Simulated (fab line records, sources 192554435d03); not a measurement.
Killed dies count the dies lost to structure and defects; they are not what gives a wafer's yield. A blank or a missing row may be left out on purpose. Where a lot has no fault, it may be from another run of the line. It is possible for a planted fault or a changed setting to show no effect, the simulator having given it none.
Which tool was responsible? | flow n5Finfet | at 1 step of a route of 1938, 11 lots with 27 wafers sampled

WHAT EACH GAUGE READ, for each wafer
N5_BEOL_M4_RC_MEAS_101.
lot  | measured     | on        | DIBL_N (mV/V)
L793 | day 7 20:10  | prober-01 | 35.2 36.8
L798 | day 9 08:00  | prober-02 | 32.5 35.9 35.7
L799 | day 9 13:16  | prober-01 | 34.7 35.0 37.0
L805 | day 11 03:13 | prober-01 | 37.8 35.9
L807 | day 12 04:15 | prober-01 | 38.6 38.6 35.6
L809 | day 12 05:52 | prober-02 | 33.6 35.3 34.5
L808 | day 12 08:11 | prober-01 | 38.6 34.9 39.8
L811 | day 12 09:59 | prober-01 | 33.9 39.8
L813 | day 13 08:21 | prober-01 | 36.6 37.0
L814 | day 13 13:23 | prober-01 | 34.7 33.0
L815 | day 13 23:28 | prober-01 | 38.3 39.1

EACH LOT AND THE TOOL THAT RAN IT (in order: tool; ch and the chambers of the sampled wafers; start)
Before these readings, the record contains no process step.

THE ANSWER, worked out from the rows above alone
Rule: the lots themselves supply what counts as usual. Put in order of their means at a reading, lots are off if they are a third of the lots or fewer, leave a main group of 4 or more, and stand apart from it by a gap of 3 or more times the standard deviation of the main group's means; of several such gaps the widest counts. A main group whose means are all the same, to the digits that the tables above print for the reading, isn't used. Also off: a lot with no number at a reading for which 4 or more lots have one. Where the step has rows for the other lots, those lots are counted as sound.
Nothing can be told from this: no lot is off at any reading shown.

WHAT HAD BEEN PUT IN BY THE SIMULATOR
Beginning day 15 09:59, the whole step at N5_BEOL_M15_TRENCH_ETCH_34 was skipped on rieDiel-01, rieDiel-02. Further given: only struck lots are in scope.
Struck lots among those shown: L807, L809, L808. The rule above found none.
